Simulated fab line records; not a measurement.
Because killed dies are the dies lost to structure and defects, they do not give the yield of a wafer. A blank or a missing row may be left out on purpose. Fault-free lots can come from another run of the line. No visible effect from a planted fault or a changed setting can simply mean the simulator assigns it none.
Chamber matching    flow nand_harc    NHARC_THIN_TSV_DEP_47 on pecvd-01: 3 sister chambers
The step deposits SiO2, target thk 200 nm. 3 wafers are shown with their chamber, then 7 later ones without.

## EACH WAFER AND ITS CHAMBER
wafer   chamber  throttle_valve_pct (%)
L617.3  2        15.6
L624.2  1        15.7
L624.3  0        16.2

## WAFERS MISSING THEIR CHAMBER
wafer   throttle_valve_pct (%)
L624.5  15.6
L626.1  16.3
L626.2  15.4
L626.4  16.8
L627.3  16.5
L627.5  16.6
L627.6  15.4

## THE CHAMBER EACH PASSED THROUGH
wafer   from the rows above           in truth
L624.5  can't be placed: 2 or 1 or 0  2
L626.1  can't be placed: 0 or 1 or 2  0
L626.2  can't be placed: 2 or 1 or 0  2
L626.4  can't be placed: 0 or 1 or 2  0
L627.3  can't be placed: 0 or 1 or 2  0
L627.5  can't be placed: 0 or 1 or 2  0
L627.6  can't be placed: 2 or 1 or 0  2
0 of 7 placed correctly. Unplaceable from these rows: 7, with the true chamber sitting among the candidates in 7. Number placed wrongly: 0.
How it was worked out, from the rows above alone: a wafer's distance from a chamber is the root of the sum, over the readings, of the square of ((its reading less the chamber's mean) divided by the reading's scatter). If the next closest chamber is less than 2 further off than the closest, the wafer can't be placed; otherwise it belongs to the closest. For every chamber, the mean is computed from those of its wafers that are shown. The scatter: root of mean squared gap, hidden wafer to nearest shown wafer, with one shown wafer a chamber.
